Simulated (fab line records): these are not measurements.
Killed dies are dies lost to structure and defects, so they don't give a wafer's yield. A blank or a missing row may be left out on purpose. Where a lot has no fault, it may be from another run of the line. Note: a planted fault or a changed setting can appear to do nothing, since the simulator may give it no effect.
Chamber matching + flow n5Finfet + N5_BEOL_M12_DEP_53 on pecvd-01: 3 sister chambers
The step deposits SiCN from 3MS/NH3, target thk 30 nm, time 10.5 s. 3 wafers are shown with their chamber, then 8 later ones without.

## EACH WAFER AND ITS CHAMBER
| wafer  | chamber | throttleValvePct (%) |
|--------|---------|----------------------|
| L083.3 | 2       | 17.5                 |
| L083.6 | 0       | 19.2                 |
| L089.1 | 1       | 16.7                 |

## WAFERS WITHOUT THEIR CHAMBER
| wafer  | throttleValvePct (%) |
|--------|----------------------|
| L089.2 | 17.4                 |
| L089.4 | 19.5                 |
| L091.1 | 16.7                 |
| L091.2 | 19.5                 |
| L091.6 | 16.8                 |
| L091.3 | 19.4                 |
| L091.4 | 16.4                 |
| L091.5 | 19.2                 |

## CHAMBER TAKEN BY EACH
| wafer  | from the rows above | in truth |
|--------|---------------------|----------|
| L089.2 | 2                   | 2        |
| L089.4 | 0                   | 0        |
| L091.1 | 1                   | 1        |
| L091.2 | 0                   | 0        |
| L091.6 | 1                   | 1        |
| L091.3 | 0                   | 0        |
| L091.4 | 1                   | 1        |
| L091.5 | 0                   | 0        |
Placed correctly: 8 of 8. Can't be placed from these rows: 0. Wrongly placed: 0.
How it was worked out, from the rows above alone: a wafer's distance from a chamber is the root of the sum, over the readings, of the square of ((its reading less the chamber's mean) divided by the reading's scatter). The wafer belongs to the nearest chamber; if the next one is less than 2 further off, it can't be placed. Each chamber's mean is taken over the wafers shown for it. The scatter (one wafer shown for each chamber): square how far every hidden wafer sits from the nearest shown wafer, average those squares and take the square root.
